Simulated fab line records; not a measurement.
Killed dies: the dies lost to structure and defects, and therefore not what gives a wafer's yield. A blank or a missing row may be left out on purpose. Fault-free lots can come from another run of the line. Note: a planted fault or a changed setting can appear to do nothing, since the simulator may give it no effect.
fab line records	flow nandHarc	part 2 of 2: steps 4 to 6 of 6
record: lots: 24	wafers: 72	lastDay: 24
route steps=1159 shown A_STAIRCASE@647 A_SLIT@779 A_WL_FILL@814
lots with no fault: from the same line, run without faults
startH: the number of hours between the record's first day and the start of the first shown wafer of the lot	waitH: hours since the lot's step before	" as in the row above	L1.1+2: a row that stands for several wafers	- no value, or no start given	* or withheld: withheld	< > ~ a bound
route shown NAME@n: names a module that has steps shown in the file, with the first one's number in the route	usual: mean and standard deviation over wafers with no fault	same: alike in all rows	chamber/n: place in a boat	sites: per-site readings	_std_site: the values' standard deviation	_edge_site: outer sites' mean less inner sites'	radiusMm: for every site, how far away it sits from the centre of the wafer	mask NAME#n: copy n	behind: tool/chamber where the wafer was last shaped	hold: why the lot was held/for how many hours/how that ended	device: whichever transistor did not switch (one of n, p or np)	end of line: the tests these same wafers got at the end of their route	a step given without rows: its recipe and nothing more	killed: not the wafer's yield, but the dies lost to structure and defects at the first sort	map: shows each die of a wafer: x if killed, . if not, _ if none is there
set.NAME: the setting that was run; set.NAME@STEP: the one run at that earlier step	model.NAME: the simulator's own value behind a step, which no gauge read
route steps across a sampled set of lots; one table per step, one row per wafer
services: when a tool's chamber went out of use (startH, in hours from the record's first day, below 0 if earlier), for how many hours, and the reason
== steps ==
step: NHARC_A_STAIRCASE_DESCUM_443
recipe: timeS: 3	o2FlowSccm: 200	arFlowSccm: 0	biasPowerW: 0	chemistry: O2
usual: drypumpMotorCurrentA: 5.6/0.46	oesProductAu: 0.996/0.0072	rfVppV: 57.8/0.87	showerheadPlenumPTorr: 1.92/0.07	throttleValvePct: 11.312/0.0085
lot.wafer	tool	chamber	startH	waitH	drypumpMotorCurrentA	oesProductAu	rfHoursCounterH	rfVppV	showerheadPlenumPTorr	throttleValvePct
L075.3	rieDiel-05	3	302.87	-	5.0	0.985	42	58.5	1.97	11.310
L075.4	"	0	"	"	5.2	0.991	45	58.2	1.84	11.330
L075.5	"	3	"	"	5.0	1.000	-	59.4	1.97	11.314
L074.2	rieDiel-04	1	303.47	-	5.5	1.015	2	58.7	2.06	11.324
L074.6	"	0	"	"	5.4	0.998	-	56.6	1.85	11.328
L074.5	"	1	"	"	5.5	0.997	-	57.1	2.06	11.306
L076.2	rieDiel-05	2	315.32	-	5.6	1.006	47	57.7	1.90	11.322
L076.1	"	3	"	"	5.0	0.995	49	57.6	1.96	11.309
L076.5	"	2	"	"	5.6	0.994	-	57.6	1.90	11.313
L077.4	rieDiel-02	0	315.45	-	5.6	0.996	59	58.8	2.02	11.309
L077.1	"	1	"	"	5.9	0.994	55	57.3	1.89	11.306
L077.3	"	2	"	"	6.2	0.998	61	58.0	2.00	11.321
L080.3	rieDiel-02	2	344.05	-	6.2	1.001	2	57.7	2.00	11.290
L080.4	"	1	"	"	5.8	0.997	2	58.5	1.89	11.317
L080.5	"	2	"	"	6.2	0.995	-	59.1	2.00	11.320
L079.2	rieDiel-02	1	344.12	-	5.8	0.996	2	57.5	1.89	11.307
L079.6	"	2	"	"	6.2	1.003	-	56.6	2.00	11.310
L079.5	"	3	"	"	4.9	1.001	-	58.8	1.89	11.306
L078.3	rieDiel-02	2	344.16	-	6.2	1.001	2	57.7	2.00	11.316
L078.1	"	3	"	"	4.9	1.008	3	56.8	1.89	11.321
L078.2	"	0	"	"	5.6	1.003	3	58.9	2.02	11.319
L082.4	rieDiel-05	1	355.62	-	6.5	0.996	2	57.8	1.82	11.311
L082.2	"	2	"	"	5.6	0.989	2	57.9	1.90	11.307
L082.3	"	3	"	"	5.0	0.988	3	57.3	1.96	11.319
L083.1	rieDiel-02	1	355.79	-	5.8	0.994	10	58.2	1.89	11.310
L083.2	"	0	"	"	5.7	0.992	10	58.8	2.02	11.320
L083.6	"	1	"	"	5.8	0.990	-	57.9	1.89	11.315
L081.1	rieDiel-04	2	356.04	-	5.1	0.999	20	58.6	1.92	11.311
L081.4	"	3	"	"	5.7	0.998	19	57.8	1.97	11.316
L081.5	"	3	"	"	5.7	0.997	-	57.9	1.97	11.298
L084.2	rieDiel-02	1	371.33	-	5.8	0.995	16	57.9	1.88	11.314
L084.5	"	2	"	"	6.2	0.995	-	58.6	1.99	11.322
L084.4	"	1	"	"	5.8	0.994	-	58.1	1.88	11.309
L086.2	rieDiel-04	2	375.48	-	5.1	0.993	26	58.0	1.92	11.315
L086.5	"	2	"	"	5.1	0.995	-	59.0	1.92	11.311
L086.6	"	3	"	"	5.7	1.005	-	57.8	1.96	11.309
L087.1	rieDiel-04	2	381.32	-	5.1	1.006	29	56.8	1.92	11.321
L087.2	"	3	"	"	5.7	1.005	29	58.7	1.96	11.306
L087.4	"	0	"	"	5.3	0.994	28	57.9	1.85	11.321
L085.4	rieDiel-05	1	381.54	-	6.5	0.987	13	57.7	1.82	11.319
L085.1	"	2	"	"	5.7	0.993	11	57.8	1.90	11.325
L085.6	"	0	"	"	5.3	1.011	-	57.4	1.83	11.306
L088.4	rieDiel-02	0	393.79	-	5.6	0.992	28	58.5	2.01	11.313
L088.1	"	3	"	"	4.9	0.997	23	57.2	1.88	11.308
L088.6	"	0	"	"	5.6	0.994	-	57.1	2.01	11.305
L089.3	rieDiel-05	1	393.99	-	6.5	1.001	17	58.5	1.82	11.323
L089.4	"	3	"	"	5.0	0.992	17	57.9	1.95	11.300
L089.6	"	1	"	"	6.4	0.998	-	55.4	1.82	11.307
L090.4	rieDiel-05	0	410.56	-	5.3	0.990	22	57.1	1.83	11.315
L090.2	"	1	"	"	6.5	0.984	21	57.8	1.82	11.303
L090.5	"	1	"	"	6.5	0.983	-	57.1	1.82	11.307
L093.2	rieDiel-04	3	410.72	-	5.7	0.996	38	56.9	1.96	11.300
L093.1	"	1	"	"	5.5	1.000	37	57.8	2.04	11.302
L093.6	"	0	"	"	5.4	0.995	-	57.1	1.84	11.319
L091.3	rieDiel-04	0	418.88	-	5.4	0.987	41	57.0	1.84	11.314
L091.2	"	2	"	"	5.1	1.005	43	56.8	1.91	11.310
L091.5	"	0	"	"	5.4	1.001	-	57.0	1.84	11.326
L094.4	rieDiel-05	2	429.24	-	5.7	0.991	25	59.9	1.89	11.302
L094.1	"	0	"	"	5.3	0.988	28	58.2	1.83	11.314
L094.5	"	2	"	"	5.7	0.997	-	58.9	1.89	11.302
L092.3	rieDiel-02	0	429.42	-	5.6	0.994	37	56.7	2.01	11.318
L092.1	"	3	"	"	4.9	0.999	30	57.3	1.88	11.302
L092.6	"	1	"	"	5.8	0.992	-	57.3	1.88	11.322
L095.3	rieDiel-04	0	429.66	-	5.4	0.998	44	55.5	1.84	11.316
L095.2	"	3	"	"	5.7	0.996	45	57.6	1.96	11.308
L095.6	"	1	"	"	5.5	0.995	-	57.4	2.04	11.309
L096.2	rieDiel-05	0	436.41	-	5.3	0.978	32	59.4	1.83	11.296
L096.4	"	1	"	"	6.4	1.000	28	57.7	1.81	11.323
L096.3	"	3	"	"	5.0	0.985	31	58.4	1.95	11.309
L097.1	rieDiel-02	2	445.68	-	6.2	0.981	40	58.0	1.99	11.315
L097.2	"	3	"	"	4.9	0.993	37	57.0	1.88	11.325
L097.4	"	1	"	"	5.8	0.981	43	57.0	1.88	11.299
step: NHARC_A_SLIT_DEP_25
recipe: targetThkA: 2000	tempC: 400	pressureTorr: 6.5	rfW: 900	teosFlowSccm: 161.4	flowSccm: 2650	targetThkNm: 200	gas: O2	material: SiO2
usual: heaterPowerW: 564/92	throttleValvePct: 15.8/0.39
lot.wafer	tool	chamber	startH	waitH	heaterPowerW	sinceWetCleanH	throttleValvePct
L074.2	pecvd-02	0	315.86	0.1	621	150	15.5
L074.5	"	0	"	"	625	-	15.6
L074.6	"	1	"	"	594	-	15.8
L075.3	pecvd-04	1	315.93	0.1	539	108	15.7
L075.4	"	2	"	"	615	-	16.1
L075.5	"	1	"	"	541	-	15.9
L076.2	pecvd-03	0	328.66	0.1	476	24	15.9
L076.1	"	2	"	"	540	24	16.3
L076.5	"	2	"	"	550	-	16.0
L077.1	pecvd-03	2	328.93	0.4	626	24	16.0
L077.3	"	0	"	"	468	24	16.1
L077.4	"	1	"	"	533	-	15.1
L079.2	pecvd-04	1	356.86	0.1	500	149	15.6
L079.5	"	0	"	"	608	-	15.6
L079.6	"	2	"	"	599	-	16.2
L080.3	pecvd-03	2	356.87	0.1	640	52	16.4
L080.5	"	0	"	"	440	-	15.9
L080.4	"	2	"	"	632	-	16.4
L078.1	pecvd-03	2	357.03	0.3	497	52	16.4
L078.2	"	0	"	"	452	52	16.1
L078.3	"	1	"	"	632	52	15.2
L083.2	pecvd-03	1	368.48	0.2	511	64	15.5
L083.1	"	2	"	"	576	64	16.3
L083.6	"	1	"	"	528	-	15.3
L081.1	pecvd-02	2	368.54	0.2	787	21	15.8
L081.4	"	1	"	"	490	-	15.6
L081.5	"	2	"	"	780	-	15.8
L082.2	pecvd-04	1	368.54	0.1	465	160	15.5
L082.3	"	0	"	"	649	161	15.6
L082.4	"	2	"	"	626	-	16.4
L084.2	pecvd-03	1	384.71	0.1	535	80	15.6
L084.4	"	0	"	"	457	-	16.0
L084.5	"	1	"	"	551	-	15.4
L086.2	pecvd-02	2	388.08	0.1	749	41	16.0
L086.5	"	1	"	"	540	-	15.9
L086.6	"	2	"	"	750	-	15.9
L087.1	pecvd-04	2	395.09	0.1	568	6	16.0
L087.2	"	0	"	"	604	6	15.3
L087.4	"	1	"	"	536	-	15.4
L085.1	pecvd-03	1	395.23	0.2	606	90	15.5
L085.4	"	2	"	"	566	-	16.2
L085.6	"	1	"	"	614	-	15.5
L088.1	pecvd-03	2	406.79	0.1	537	102	16.2
L088.6	"	1	"	"	549	-	15.4
L088.4	"	2	"	"	563	-	16.3
L089.3	pecvd-04	2	406.81	0.1	582	18	15.8
L089.4	"	0	"	"	484	-	15.1
L089.6	"	1	"	"	526	-	15.3
L093.1	pecvd-04	0	423.19	0.1	479	34	15.3
L093.2	"	1	"	"	478	34	15.1
L093.6	"	2	"	"	669	-	16.0
L090.2	pecvd-02	1	423.24	0.1	546	76	15.6
L090.5	"	0	"	"	579	-	15.8
L090.4	"	1	"	"	539	-	16.0
L091.2	pecvd-02	2	431.50	0.1	794	84	16.3
L091.3	"	0	"	"	539	84	15.8
L091.5	"	1	"	"	544	-	15.6
L094.1	pecvd-03	0	442.02	0.1	465	137	16.1
L094.4	"	2	"	"	546	-	16.1
L094.5	"	0	"	"	472	-	15.9
L095.3	pecvd-02	2	442.05	0.1	709	95	16.0
L095.2	"	0	"	"	463	95	15.9
L095.6	"	0	"	"	484	-	16.2
L092.3	pecvd-03	0	442.22	0.2	416	137	16.1
L092.1	"	2	"	"	592	137	16.2
L092.6	"	2	"	"	599	-	16.4
L096.3	pecvd-02	2	449.56	0.1	749	102	15.9
L096.2	"	0	"	"	534	102	16.1
L096.4	"	0	"	"	536	-	16.2
L097.1	pecvd-03	0	460.56	0.1	463	156	16.5
L097.2	"	2	"	"	566	156	16.5
L097.4	"	2	"	"	595	-	16.4
step: NHARC_A_WL_FILL_ETCHBACK_04
recipe: targetDepthA: 600	timeS: 120	chemistry: NF3
usual: drypumpMotorCurrentA: 5.4/0.36	oesProductAu: 0.996/0.0068
lot.wafer	tool	chamber	startH	waitH	drypumpMotorCurrentA	oesProductAu	rfHoursCounterH
L074.2	rieMetal-03	1	338.07	2.9	5.4	0.993	1.3
L074.5	"	1	"	"	5.3	0.998	-
L074.6	"	0	"	"	5.4	0.992	-
L075.3	rieMetal-02	1	338.74	2.0	6.1	0.995	-
L075.4	"	0	"	"	4.9	1.001	-
L075.5	"	0	"	"	4.9	1.003	-
L077.1	rieMetal-01	0	347.41	2.4	5.2	0.998	0.0
L077.3	"	0	"	"	5.2	1.000	-
L077.4	"	0	"	"	5.2	1.002	-
L076.1	rieMetal-02	0	349.83	2.8	4.9	0.999	4.0
L076.2	"	1	"	"	6.1	0.998	3.3
L076.5	"	0	"	"	4.9	1.001	-
L080.3	rieMetal-01	1	376.26	1.9	5.7	1.005	-
L080.4	"	0	"	"	5.2	0.988	-
L080.5	"	1	"	"	5.7	0.991	-
L078.1	rieMetal-02	1	376.36	2.8	6.1	0.998	4.0
L078.2	"	0	"	"	4.9	0.997	4.7
L078.3	"	0	"	"	4.9	1.000	-
L079.2	rieMetal-03	1	379.03	2.4	5.3	1.008	2.4
L079.5	"	1	"	"	5.3	0.999	-
L079.6	"	0	"	"	5.4	0.994	-
L083.1	rieMetal-03	1	390.66	2.4	5.4	0.986	2.9
L083.2	"	0	"	"	5.4	0.975	2.9
L083.6	"	0	"	"	5.4	0.975	-
L082.2	rieMetal-01	0	393.37	2.4	5.2	0.995	1.9
L082.4	"	0	"	"	5.2	0.994	-
L082.3	"	1	"	"	5.8	0.993	-
L081.1	rieMetal-03	1	394.05	2.4	5.3	1.006	3.1
L081.4	"	0	"	"	5.4	0.992	-
L081.5	"	0	"	"	5.4	0.996	-
L084.2	rieMetal-03	0	404.83	2.9	5.4	0.988	3.6
L084.4	"	0	"	"	5.4	0.991	-
L084.5	"	0	"	"	5.4	0.986	-
L086.2	rieMetal-01	0	409.98	2.4	5.2	0.989	2.4
L086.6	"	1	"	"	5.7	1.000	-
L086.5	"	0	"	"	5.2	0.996	-
L085.1	rieMetal-03	1	415.25	2.9	5.3	0.994	3.8
L085.4	"	0	"	"	5.4	0.988	-
L085.6	"	1	"	"	5.4	0.989	-
L087.2	rieMetal-02	0	419.76	4.2	4.9	0.999	0.4
L087.1	"	1	"	"	6.1	0.993	0.4
L087.4	"	1	"	"	6.1	1.002	-
L089.4	rieMetal-02	0	425.33	2.0	4.9	0.998	-
L089.3	"	1	"	"	6.1	0.998	-
L089.6	"	0	"	"	4.9	1.006	-
L088.1	rieMetal-03	1	426.19	2.4	5.3	0.986	4.1
L088.4	"	0	"	"	5.4	0.999	-
L088.6	"	0	"	"	5.4	0.992	-
L090.2	rieMetal-01	0	442.21	2.4	5.2	0.992	3.3
L090.4	"	0	"	"	5.2	0.999	-
L090.5	"	1	"	"	5.8	0.998	-
L093.2	rieMetal-02	1	443.66	2.8	6.1	0.998	1.3
L093.1	"	0	"	"	4.9	1.001	1.3
L093.6	"	1	"	"	6.1	1.000	-
L091.2	rieMetal-03	0	451.03	2.4	5.4	0.989	4.8
L091.3	"	0	"	"	5.4	0.991	-
L091.5	"	1	"	"	5.4	1.003	-
L094.1	rieMetal-01	0	460.56	2.4	5.2	0.996	3.5
L094.4	"	1	"	"	5.8	0.998	-
L094.5	"	0	"	"	5.2	0.995	-
L092.1	rieMetal-01	0	461.21	2.9	5.2	0.982	3.8
L092.3	"	0	"	"	5.2	0.992	-
L092.6	"	1	"	"	5.7	0.995	-
L095.2	rieMetal-03	1	463.38	2.4	5.4	0.992	0.0
L095.3	"	1	"	"	5.4	0.987	-
L095.6	"	1	"	"	5.3	0.991	-
L096.2	rieMetal-02	0	470.06	2.8	4.9	0.999	1.8
L096.4	"	0	"	"	4.9	0.998	-
L096.3	"	1	"	"	6.1	1.002	-
L097.2	rieMetal-01	0	482.12	2.4	5.2	1.002	4.4
L097.1	"	1	"	"	5.7	1.003	3.4
L097.4	"	1	"	"	5.7	1.005	-
== services ==
tool	chamber	startH	hours	kind
pecvd-02	-	233.64	2.6	repair
rieDiel-02	-	268.13	0.7	repair
pecvd-04	2	269.94	18.9	repair
rieMetal-03	-	276.00	9.0	pm
rieDiel-02	-	281.04	0.8	repair
rieMetal-02	1	285.12	22.1	repair
rieDiel-04	-	289.09	9.0	pm
pecvd-03	-	292.00	13.0	pm
pecvd-04	-	305.82	1.3	repair
rieDiel-04	-	314.14	16.1	repair
rieDiel-02	-	328.27	9.0	pm
rieMetal-01	-	332.00	9.0	pm
pecvd-02	-	334.16	13.0	pm
rieDiel-05	-	340.68	9.0	pm
rieDiel-04	1	359.93	2.0	repair
rieDiel-02	3	366.58	10.0	repair
pecvd-04	-	376.25	13.0	pm
rieMetal-02	-	388.00	9.0	pm
rieDiel-02	3	445.76	3.6	repair
rieMetal-03	-	453.00	9.0	pm
rieMetal-02	-	461.07	0.5	repair
rieDiel-04	1	463.98	8.4	repair
rieDiel-04	-	466.09	9.0	pm
pecvd-03	-	473.00	13.0	pm
